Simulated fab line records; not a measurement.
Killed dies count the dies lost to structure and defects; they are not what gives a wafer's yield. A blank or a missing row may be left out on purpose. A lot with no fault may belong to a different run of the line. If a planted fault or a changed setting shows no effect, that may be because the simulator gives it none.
Matching of chambers / flow n5Finfet / N5_BEOL_M7_ETCH_65 on rieDiel-01: 4 sister chambers
The step etches SiARC in CF4, target depth 15.6 nm, time 26 s. 18 wafers are shown with their chamber, then 9 later ones without.

## WAFERS WITH THEIR CHAMBER
wafer=L077.2; chamber=3; drypumpMotorCurrentA (A)=6.3; showerheadPlenumPTorr (Torr)=2.12; throttleValvePct (%)=15.33
wafer=L077.4; chamber=0; drypumpMotorCurrentA (A)=5.1; showerheadPlenumPTorr (Torr)=2.08; throttleValvePct (%)=15.22
wafer=L077.6; chamber=0; drypumpMotorCurrentA (A)=5.1; showerheadPlenumPTorr (Torr)=2.09; throttleValvePct (%)=15.24
wafer=L078.4; chamber=1; drypumpMotorCurrentA (A)=6.3; showerheadPlenumPTorr (Torr)=2.17; throttleValvePct (%)=15.65
wafer=L078.5; chamber=3; drypumpMotorCurrentA (A)=6.3; showerheadPlenumPTorr (Torr)=2.11; throttleValvePct (%)=15.36
wafer=L078.6; chamber=0; drypumpMotorCurrentA (A)=5.1; showerheadPlenumPTorr (Torr)=2.08; throttleValvePct (%)=15.24
wafer=L081.1; chamber=3; drypumpMotorCurrentA (A)=6.3; showerheadPlenumPTorr (Torr)=2.11; throttleValvePct (%)=15.38
wafer=L081.4; chamber=3; drypumpMotorCurrentA (A)=6.3; showerheadPlenumPTorr (Torr)=2.11; throttleValvePct (%)=15.37
wafer=L081.5; chamber=0; drypumpMotorCurrentA (A)=5.1; showerheadPlenumPTorr (Torr)=2.08; throttleValvePct (%)=15.23
wafer=L082.2; chamber=1; drypumpMotorCurrentA (A)=6.4; showerheadPlenumPTorr (Torr)=2.17; throttleValvePct (%)=15.67
wafer=L082.4; chamber=2; drypumpMotorCurrentA (A)=6.8; showerheadPlenumPTorr (Torr)=2.07; throttleValvePct (%)=15.32
wafer=L082.5; chamber=3; drypumpMotorCurrentA (A)=6.3; showerheadPlenumPTorr (Torr)=2.11; throttleValvePct (%)=15.37
wafer=L084.1; chamber=2; drypumpMotorCurrentA (A)=6.8; showerheadPlenumPTorr (Torr)=2.07; throttleValvePct (%)=15.33
wafer=L084.2; chamber=3; drypumpMotorCurrentA (A)=6.3; showerheadPlenumPTorr (Torr)=2.11; throttleValvePct (%)=15.40
wafer=L084.3; chamber=1; drypumpMotorCurrentA (A)=6.3; showerheadPlenumPTorr (Torr)=2.17; throttleValvePct (%)=15.67
wafer=L084.4; chamber=0; drypumpMotorCurrentA (A)=5.1; showerheadPlenumPTorr (Torr)=2.08; throttleValvePct (%)=15.27
wafer=L084.5; chamber=2; drypumpMotorCurrentA (A)=6.8; showerheadPlenumPTorr (Torr)=2.07; throttleValvePct (%)=15.32
wafer=L084.6; chamber=1; drypumpMotorCurrentA (A)=6.4; showerheadPlenumPTorr (Torr)=2.17; throttleValvePct (%)=15.68

SIGNATURES (averages over the wafers above)
reading=drypumpMotorCurrentA; chamber 0=5.100; chamber 1=6.350; chamber 2=6.800; chamber 3=6.300; scatter within a chamber=0.0267
reading=showerheadPlenumPTorr; chamber 0=2.0820; chamber 1=2.1700; chamber 2=2.0700; chamber 3=2.1117; scatter within a chamber=0.00342
reading=throttleValvePct; chamber 0=15.2400; chamber 1=15.6675; chamber 2=15.3233; chamber 3=15.3683; scatter within a chamber=0.0182
Rule: distance of a wafer from a chamber = root of the sum over the readings of ((wafer's reading minus chamber's mean) / reading's scatter) squared. The wafer belongs to the nearest chamber; if the next one is less than 2 further off, it can't be placed. The scatter: the root of (the sum of the squares of (reading less its chamber's mean) over the shown wafers, divided by (wafers less chambers)).

## WAFERS WITH NO CHAMBER GIVEN
wafer=L086.2; drypumpMotorCurrentA (A)=6.8; showerheadPlenumPTorr (Torr)=2.07; throttleValvePct (%)=15.33
wafer=L086.4; drypumpMotorCurrentA (A)=6.3; showerheadPlenumPTorr (Torr)=2.11; throttleValvePct (%)=15.40
wafer=L086.5; drypumpMotorCurrentA (A)=5.1; showerheadPlenumPTorr (Torr)=2.08; throttleValvePct (%)=15.26
wafer=L088.4; drypumpMotorCurrentA (A)=6.3; showerheadPlenumPTorr (Torr)=2.17; throttleValvePct (%)=15.69
wafer=L088.5; drypumpMotorCurrentA (A)=6.8; showerheadPlenumPTorr (Torr)=2.06; throttleValvePct (%)=15.35
wafer=L088.6; drypumpMotorCurrentA (A)=6.3; showerheadPlenumPTorr (Torr)=2.11; throttleValvePct (%)=15.42
wafer=L097.3; drypumpMotorCurrentA (A)=5.1; showerheadPlenumPTorr (Torr)=2.07; throttleValvePct (%)=15.30
wafer=L097.4; drypumpMotorCurrentA (A)=6.4; showerheadPlenumPTorr (Torr)=2.16; throttleValvePct (%)=15.73
wafer=L097.6; drypumpMotorCurrentA (A)=5.1; showerheadPlenumPTorr (Torr)=2.07; throttleValvePct (%)=15.31

## EACH ONE'S CHAMBER
wafer=L086.2; from the rows above=2; in truth=2
wafer=L086.4; from the rows above=3; in truth=3
wafer=L086.5; from the rows above=0; in truth=0
wafer=L088.4; from the rows above=1; in truth=1
wafer=L088.5; from the rows above=2; in truth=2
wafer=L088.6; from the rows above=3; in truth=3
wafer=L097.3; from the rows above=0; in truth=0
wafer=L097.4; from the rows above=1; in truth=1
wafer=L097.6; from the rows above=0; in truth=0
9 of 9 placed correctly. Number that these rows cannot place: 0. Wrongly placed: 0.
